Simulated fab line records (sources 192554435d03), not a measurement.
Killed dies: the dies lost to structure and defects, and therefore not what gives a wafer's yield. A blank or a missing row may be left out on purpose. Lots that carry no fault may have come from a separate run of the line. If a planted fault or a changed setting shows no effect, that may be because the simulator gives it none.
Chamber matching    flow n5_finfet    N5_BEOL_M9_CURE_71 on uv_cure-03 has 3 sister chambers
The step cures SiCOH lowk, time 240 s. 3 wafers are shown with their chamber, then 10 later ones without.

## WAFERS, EACH WITH ITS CHAMBER
wafer   chamber  wafer_temp_C_max
L083.6  1        387.0
L089.6  2        387.2
L091.3  0        386.5

## WAFERS MISSING THEIR CHAMBER
wafer   wafer_temp_C_max
L091.5  386.3
L092.1  386.7
L092.2  386.3
L092.5  386.4
L095.2  386.7
L095.5  386.9
L095.6  387.4
L097.2  386.1
L097.3  386.5
L097.6  386.3

## WHICH CHAMBER EACH WENT THROUGH
wafer    from the rows above            in truth
L091.5   0                              0
L092.1   can't be placed: 0 or 1 or 2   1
L092.2   0                              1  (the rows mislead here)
L092.5   0                              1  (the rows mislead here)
L095.2   can't be placed: 0 or 1 or 2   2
L095.5   can't be placed: 1 or 2 or 0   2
L095.6   can't be placed: 2 or 1        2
L097.2   0                              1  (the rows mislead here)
L097.3   0                              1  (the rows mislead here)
L097.6   0                              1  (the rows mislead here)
1 of 10 placed correctly. These rows do not allow placing 4 (true chamber among the candidates in 4). Placed wrongly: 5.
How it was worked out, from the rows above alone: a wafer's distance from a chamber is the root of the sum, over the readings, of the square of ((its reading less the chamber's mean) divided by the reading's scatter). The wafer belongs to the nearest chamber; if the next one is less than 2 further off, it can't be placed. Each chamber's mean is taken over the wafers shown for it. The scatter (one wafer shown for each chamber): square how far every hidden wafer sits from the nearest shown wafer, average those squares and take the square root.
